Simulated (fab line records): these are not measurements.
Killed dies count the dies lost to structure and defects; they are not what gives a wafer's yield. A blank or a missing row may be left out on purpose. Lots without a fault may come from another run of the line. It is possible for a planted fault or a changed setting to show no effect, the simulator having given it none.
A struck lot beside a sound one :: flow n5-finfet :: 40 steps out of a route of 1938
Sound: the wafers L413.1, L413.3, L413.6. Struck: wafer L419.1. (L419.2, L419.3 of the same lot were not struck and are left out.) The cause comes at the end.
Each step with rows lists, per side, the tool, then ch with its chambers, then its first start. Under that, the readings that differ: sound wafers :: struck wafers :: difference of the means :: sigmas: that difference in standard deviations of wafers without a fault.
alike: a reading whose means differ by less than 2 such deviations, as well as words and numbers matching on both sides. not compared: withheld readings; readings where some wafer has no value; bounds like >300 that might hide an equal value; numbers whose values overlap and for which the record gives no deviation.
A row with sigmas, a row that says differs or no value, or rows on one side alone: a step with any of these is where the two part. Non-overlapping numbers with no deviation appear without sigmas and do not part them. Lack of a reading on every wafer of one side parts them only where that side has two or more wafers.

first, 9 steps without rows for these wafers: N5_BEOL_M4_ANNEAL_95 (time 240 s); N5_BEOL_M4_SPUTTER_96 (material Cu, target thk 4.5 nm, time 8.29 s); N5_BEOL_M4_ECD_50 (material Cu, target thk 300 nm); N5_BEOL_M4_ANNEAL_51 (time 90 s); N5_BEOL_M4_CMP_52 (polishes, stops on SiOC, t overpolish 6.8 s, target thk 40 nm); N5_BEOL_M4_PRE_CLEAN_60 (time 15 s); N5_BEOL_M4_CO_CAP_55 (material Co, precursor CCTBA/H2, target thk 2 nm, time 102.1 s); N5_BEOL_M4_PRE_CLEAN_56 (time 15 s); N5_BEOL_M4_DEP_57 (deposits SiCN from 3MS/NH3, target thk 8 nm, time 14 s).
N5_BEOL_M4_RC_MEAS_101:
  sound on prober-01 ch 0, day 10 14:50; struck on prober-01 ch 0, day 11 13:16
reading: ION_N (uA/um)
sound: 682 662 667
struck: 634
difference: -36
sigmas: -3

reading: VT_N (mV)
sound: 247 252 248
struck: 260
difference: +11
sigmas: +3
  alike: DIBL_N, DIBL_P, IOFF_N, IOFF_P, ION_P, SS_N, SS_P, VT_P
then, 24 steps without rows for these wafers: N5_BEOL_M5_ILD_DEP_00 (deposits SiCOH lowk from DEMS/porogen, target thk 140.64 nm, time 25.9 s); N5_BEOL_M5_CURE_79 (cures SiCOH lowk, time 240 s); N5_BEOL_M5_PECVD_70 (deposits SiO2 from TEOS/O2, target thk 16 nm, time 18 s); N5_BEOL_M5_HM_DEP_02 (deposits TiN, target thk 20 nm); N5_BEOL_M5_COAT_59 (time 60 s, resist thk 60 nm); N5_BEOL_M5_COAT_60 (time 60 s, resist thk 12 nm); N5_BEOL_M5_COAT_71 (time 60 s, resist thk 5 nm); N5_BEOL_M5_COAT_05 (resist thk 30 nm); N5_BEOL_M5_EBR_07; N5_BEOL_M5_SOFTBAKE_06 (time 60 s); N5_BEOL_M5_EXPOSE_08 (exposes mask M5, target cd 28 nm); N5_BEOL_M5_PEB_09 (peb time 60 s); N5_BEOL_M5_DEVELOP_10 (develop time 30 s); N5_BEOL_M5_DESCUM_16 (chemistry O2, time 7 s); N5_BEOL_M5_ETCH_72 (etches underlayer in N2/H2, target depth 6.5 nm, time 5.2 s); N5_BEOL_M5_ETCH_61 (etches SiARC in CF4, target depth 15.6 nm, time 26 s); N5_BEOL_M5_ETCH_62 (etches SOC in N2/H2, target depth 75 nm, overetch 15 nm, time 112.5 s); N5_BEOL_M5_STRIP_63 (strips in N2/H2); N5_BEOL_M5_STRIP_73 (strips in N2/H2); N5_BEOL_M5_STRIP_64 (strips in CF4); N5_BEOL_M5_HM_OPEN_17 (chemistry Cl2/BCl3, target TiN, target depth 20 nm, overetch 6 nm); N5_BEOL_M5_STRIP_19 (strips in O2); N5_BEOL_M5_COAT_65 (time 60 s, resist thk 60 nm); N5_BEOL_M5_COAT_66 (time 60 s, resist thk 12 nm).
-- here the record skips 2 days between the struck wafers' starts before and after, leaving off in module BEOL_M5 and picking up in module BEOL_M11 (first step shown: number 1554 of the route) --
N5_BEOL_M11_ETCH_62: etches SOC in N2/H2, target depth 110 nm, overetch 22 nm, time 165 s.
  sound on rie-diel-02 ch 0,1, day 12 23:42; struck on rie-diel-02 ch 3, day 13 18:34
reading: model.etch.depth-nm (nm)
sound: 100.1 100.3 100.1
struck: 93.24
difference: -6.93
sigmas: 

reading: model.SiARC_of_BEOL_M11_COAT_60.thk-nm (nm)
sound: 22.8 24 22.6
struck: 25.4
difference: +2.3
sigmas: 
  alike: drypump-motor-current-A, oes-product-au, rf-vpp-V, showerhead-plenum-p-Torr, throttle-valve-pct
  not compared: rf-hours-counter-h
N5_BEOL_M11_CD_MEAS_18: pitch 140 nm, target cd 70 nm.
  sound: cd-sem-02 at day 13 00:14; struck: cd-sem-02 at day 13 18:57
  not compared: cd-nm
N5_BEOL_M11_VIA_ETCH_34: etches SiCOH lowk in C4F6/O2, target depth 184.5 nm, time 69.2 s.
  sound on rie-diel-03 ch 0,1,3, day 13 00:57; struck on rie-diel-03 ch 2, day 13 19:50
reading: oes-product-au (a.u.)
sound: 0.70 0.84 0.73
struck: 0.28
difference: -0.48
sigmas: -6
  alike: drypump-motor-current-A, rf-vpp-V, showerhead-plenum-p-Torr, throttle-valve-pct
  not compared: rf-hours-counter-h
N5_BEOL_M11_OCD_MEAS_38:
  sound: ocd-01 at day 13 01:14; struck: ocd-01 at day 13 20:07
reading: trench-depth-nm (nm)
sound: 146 142 143
struck: 2
difference: -142
sigmas: -34
N5_BEOL_M11_CD_MEAS_35 targets a cd of 70 nm.
  sound: cd-sem-03 at day 13 01:23; struck: cd-sem-02 at day 13 20:17
  not compared: cd-nm
N5_PASSIVATION_PROBE_49:
  record: rows for the struck wafers here (prober-02, day 15 16:56), none for the sound ones

## WHERE THEY PART
Last at N5_PASSIVATION_PROBE_49 as far as this record goes, first at N5_BEOL_M4_RC_MEAS_101.

WHY: the cause the simulator had injected
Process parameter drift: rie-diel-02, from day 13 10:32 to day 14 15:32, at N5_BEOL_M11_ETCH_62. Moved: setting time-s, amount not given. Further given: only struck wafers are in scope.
